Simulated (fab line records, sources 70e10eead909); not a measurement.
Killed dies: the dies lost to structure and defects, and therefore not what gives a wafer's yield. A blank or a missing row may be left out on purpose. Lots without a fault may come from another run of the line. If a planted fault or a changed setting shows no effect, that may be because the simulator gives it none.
Matching of chambers / flow nand harc / rie diel-06 running NHARC_A_STAIRCASE_TRIM_220: 4 sister chambers
The step chemistry O2, time 211.2 s. 20 wafers are shown with their chamber, then 10 later ones without.

== WAFERS, EACH WITH ITS CHAMBER ==
wafer=L075.1; chamber=3; showerhead plenum p Torr (Torr)=3.73; drypump motor current A (A)=6.5; rf vpp V (V)=58.1
wafer=L075.2; chamber=1; showerhead plenum p Torr (Torr)=3.80; drypump motor current A (A)=6.4; rf vpp V (V)=59.7
wafer=L075.4; chamber=2; showerhead plenum p Torr (Torr)=3.60; drypump motor current A (A)=6.5; rf vpp V (V)=56.7
wafer=L077.1; chamber=3; showerhead plenum p Torr (Torr)=3.73; drypump motor current A (A)=6.5; rf vpp V (V)=58.3
wafer=L077.2; chamber=2; showerhead plenum p Torr (Torr)=3.60; drypump motor current A (A)=6.5; rf vpp V (V)=58.8
wafer=L077.3; chamber=0; showerhead plenum p Torr (Torr)=3.50; drypump motor current A (A)=6.0; rf vpp V (V)=57.7
wafer=L082.2; chamber=3; showerhead plenum p Torr (Torr)=3.72; drypump motor current A (A)=6.5; rf vpp V (V)=58.0
wafer=L082.5; chamber=2; showerhead plenum p Torr (Torr)=3.60; drypump motor current A (A)=6.5; rf vpp V (V)=58.3
wafer=L082.6; chamber=3; showerhead plenum p Torr (Torr)=3.72; drypump motor current A (A)=6.5; rf vpp V (V)=58.6
wafer=L083.2; chamber=0; showerhead plenum p Torr (Torr)=3.49; drypump motor current A (A)=6.0; rf vpp V (V)=57.6
wafer=L083.4; chamber=1; showerhead plenum p Torr (Torr)=3.78; drypump motor current A (A)=6.5; rf vpp V (V)=58.4
wafer=L083.5; chamber=0; showerhead plenum p Torr (Torr)=3.49; drypump motor current A (A)=6.0; rf vpp V (V)=58.2
wafer=L087.2; chamber=2; showerhead plenum p Torr (Torr)=3.59; drypump motor current A (A)=6.5; rf vpp V (V)=57.7
wafer=L087.3; chamber=0; showerhead plenum p Torr (Torr)=3.49; drypump motor current A (A)=6.0; rf vpp V (V)=57.7
wafer=L087.4; chamber=3; showerhead plenum p Torr (Torr)=3.71; drypump motor current A (A)=6.5; rf vpp V (V)=58.7
wafer=L089.1; chamber=0; showerhead plenum p Torr (Torr)=3.48; drypump motor current A (A)=6.0; rf vpp V (V)=58.3
wafer=L089.2; chamber=2; showerhead plenum p Torr (Torr)=3.58; drypump motor current A (A)=6.4; rf vpp V (V)=58.2
wafer=L089.4; chamber=3; showerhead plenum p Torr (Torr)=3.71; drypump motor current A (A)=6.5; rf vpp V (V)=59.2
wafer=L090.2; chamber=0; showerhead plenum p Torr (Torr)=3.48; drypump motor current A (A)=6.0; rf vpp V (V)=58.6
wafer=L090.3; chamber=2; showerhead plenum p Torr (Torr)=3.58; drypump motor current A (A)=6.4; rf vpp V (V)=57.8

SIGNATURES, as means of the wafers listed above
reading=showerhead plenum p Torr; chamber 0=3.4883; chamber 1=3.7900; chamber 2=3.5917; chamber 3=3.7200; scatter within a chamber=0.00924
reading=drypump motor current A; chamber 0=6.000; chamber 1=6.450; chamber 2=6.467; chamber 3=6.500; scatter within a chamber=0.0339
reading=rf vpp V; chamber 0=58.017; chamber 1=59.050; chamber 2=57.917; chamber 3=58.483; scatter within a chamber=0.571
Rule: for each reading, subtract the chamber's mean from the wafer's reading, divide by that reading's scatter and square the result; add these up over the readings and take the root, which gives the wafer's distance from the chamber. The wafer belongs to the nearest chamber; if the next one is less than 2 further off, it can't be placed. The scatter: the root of (the sum of the squares of (reading less its chamber's mean) over the shown wafers, divided by (wafers less chambers)).

== WAFERS WITH NO CHAMBER GIVEN ==
wafer=L090.6; showerhead plenum p Torr (Torr)=3.77; drypump motor current A (A)=6.4; rf vpp V (V)=59.2
wafer=L091.1; showerhead plenum p Torr (Torr)=3.48; drypump motor current A (A)=6.0; rf vpp V (V)=58.0
wafer=L091.3; showerhead plenum p Torr (Torr)=3.58; drypump motor current A (A)=6.4; rf vpp V (V)=57.9
wafer=L091.4; showerhead plenum p Torr (Torr)=3.77; drypump motor current A (A)=6.4; rf vpp V (V)=58.0
wafer=L092.1; showerhead plenum p Torr (Torr)=3.48; drypump motor current A (A)=6.0; rf vpp V (V)=56.5
wafer=L092.5; showerhead plenum p Torr (Torr)=3.48; drypump motor current A (A)=6.0; rf vpp V (V)=58.5
wafer=L092.6; showerhead plenum p Torr (Torr)=3.77; drypump motor current A (A)=6.4; rf vpp V (V)=57.8
wafer=L097.1; showerhead plenum p Torr (Torr)=3.47; drypump motor current A (A)=6.0; rf vpp V (V)=56.6
wafer=L097.4; showerhead plenum p Torr (Torr)=3.70; drypump motor current A (A)=6.5; rf vpp V (V)=57.9
wafer=L097.5; showerhead plenum p Torr (Torr)=3.47; drypump motor current A (A)=6.0; rf vpp V (V)=58.7

== EACH ONE'S CHAMBER ==
wafer=L090.6; from the rows above=1; in truth=1
wafer=L091.1; from the rows above=0; in truth=0
wafer=L091.3; from the rows above=2; in truth=2
wafer=L091.4; from the rows above=1; in truth=1
wafer=L092.1; from the rows above=0; in truth=0
wafer=L092.5; from the rows above=0; in truth=0
wafer=L092.6; from the rows above=1; in truth=1
wafer=L097.1; from the rows above=0; in truth=0
wafer=L097.4; from the rows above=3; in truth=3
wafer=L097.5; from the rows above=0; in truth=0
Placed correctly: 10 of 10. From these rows, 0 cannot be placed. Placed wrongly: 0.
